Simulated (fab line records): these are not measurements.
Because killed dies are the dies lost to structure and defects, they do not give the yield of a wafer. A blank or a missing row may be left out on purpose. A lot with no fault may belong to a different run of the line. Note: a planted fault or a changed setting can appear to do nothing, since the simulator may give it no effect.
Split-lot trial ; flow n5Finfet ; route with 1938 steps; 7 lots, 39 wafers read

== SPLIT DETAILS ==
At N5_DUMMY_GATE_ETCH_37 (etches SOC in N2/H2, target depth 60 nm, overetch 30 nm), the setting sourceW was moved away from the recipe's 840 W on 15 of the 39 wafers read, by -12.6% to +18.1%. All remaining wafers had this setting at the recipe value.

The split's own step is where the reading is taken.

== THE READING ==
rfVppV, in V, at N5_DUMMY_GATE_ETCH_37 (etches SOC in N2/H2, target depth 60 nm, overetch 30 nm). On this fab line, fault-free wafers typically give 523.6 V with a standard deviation of 2.9 V.

wafer;tool, chamber at the split;sourceW as run, W;against the recipe;rfVppV, V;against lot-mates on the recipe
L076.1;rieDiel-03, 2;992.1;+18.1%;495.0;-25.9
L076.2;rieDiel-03, 3;840;recipe;519.8;-
L076.3;rieDiel-03, 1;992.1;+18.1%;498.0;-22.9
L076.4;rieDiel-03, 0;840;recipe;522.3;-
L076.5;rieDiel-03, 3;840;recipe;520.5;-
L076.6;rieDiel-03, 2;992.1;+18.1%;496.2;-24.7
L077.1;rieDiel-03, 1;840;recipe;526.8;-
L077.3;rieDiel-03, 3;840;recipe;520.0;-
L077.4;rieDiel-03, 2;840;recipe;523.9;-
L082.1;rieDiel-01, 2;734.2;-12.6%;546.7;+23.0
L082.2;rieDiel-01, 1;840;recipe;525.6;-
L082.3;rieDiel-01, 3;840;recipe;522.2;-
L082.4;rieDiel-01, 3;734.2;-12.6%;544.9;+21.2
L082.5;rieDiel-01, 2;840;recipe;523.2;-
L082.6;rieDiel-01, 1;734.2;-12.6%;549.3;+25.6
L084.1;rieDiel-01, 3;840;recipe;520.7;-
L084.2;rieDiel-01, 1;840;recipe;526.6;-
L084.3;rieDiel-01, 2;840;recipe;523.9;-
L084.4;rieDiel-01, 2;840;recipe;523.5;-
L084.5;rieDiel-01, 1;840;recipe;525.3;-
L084.6;rieDiel-01, 3;840;recipe;521.6;-
L088.1;rieDiel-04, 3;840;recipe;520.3;-
L088.2;rieDiel-04, 0;915.8;+9.0%;511.8;-10.9
L088.3;rieDiel-04, 1;915.8;+9.0%;510.1;-12.6
L088.4;rieDiel-04, 1;915.8;+9.0%;510.9;-11.8
L088.5;rieDiel-04, 0;840;recipe;527.5;-
L088.6;rieDiel-04, 3;840;recipe;520.4;-
L091.1;rieDiel-04, 1;840;recipe;525.5;-
L091.2;rieDiel-04, 3;840;recipe;520.3;-
L091.3;rieDiel-04, 0;840;recipe;526.9;-
L091.4;rieDiel-04, 1;960.2;+14.3%;502.6;-21.6
L091.5;rieDiel-04, 0;960.2;+14.3%;503.3;-20.9
L091.6;rieDiel-04, 3;960.2;+14.3%;497.2;-27.0
L095.1;rieDiel-04, 2;840;recipe;523.6;-
L095.2;rieDiel-04, 0;930.4;+10.8%;509.3;-13.8
L095.3;rieDiel-04, 3;840;recipe;519.5;-
L095.4;rieDiel-04, 1;930.4;+10.8%;507.8;-15.3
L095.5;rieDiel-04, 1;840;recipe;526.1;-
L095.6;rieDiel-04, 0;930.4;+10.8%;508.9;-14.2

THE FIT
A straight line over all 39 wafers: rfVppV changes by -1.58 V for each +1% of sourceW; r = -0.98; the points scatter about the line by 2.7 V.
The same after taking each lot's own level away (the mean of its wafers on the recipe; 39 wafers): -1.53 V for each +1%; r = -0.98; scatter 2.7 V.
That fit puts the effect of the largest move of sourceW on the reading at 28 V.
Across the lots, their own levels run from 520.87 to 524.23 V, a range of 1.2 times the standard deviation given above.
The two slopes agree, so the slope changes little with the lot-to-lot level.
Check: with one of the wafers moved furthest among these (+18.1%) left out of the fit, the line predicts -27.1 V for it against its lot-mates. Against them it came out at -25.9 V.
Tool readings at the split's step, against how far the setting was moved: rfVppV r = -0.98.

== THESE WAFERS: OTHER SPLITS ==
These wafers also went through other splits before the reading. Each is held against what the fit with the lots' levels taken away leaves over:
other split on the same wafers;wafers away from the commonest value;r with rfVppV (lot level and that fit taken away)
N5_FIN_SAQP_EXPOSE_13 doseMj;12;+0.07
N5_FIN_SAQP_MANDREL_ETCH_22 targetDepthA;15;+0.22
N5_FIN_CUT_CUT_ETCH_15 timeS;18;-0.14

== FILE'S OWN FIT ==
rfVppV changes by -1.5 V for each +1% of sourceW, r = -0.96.
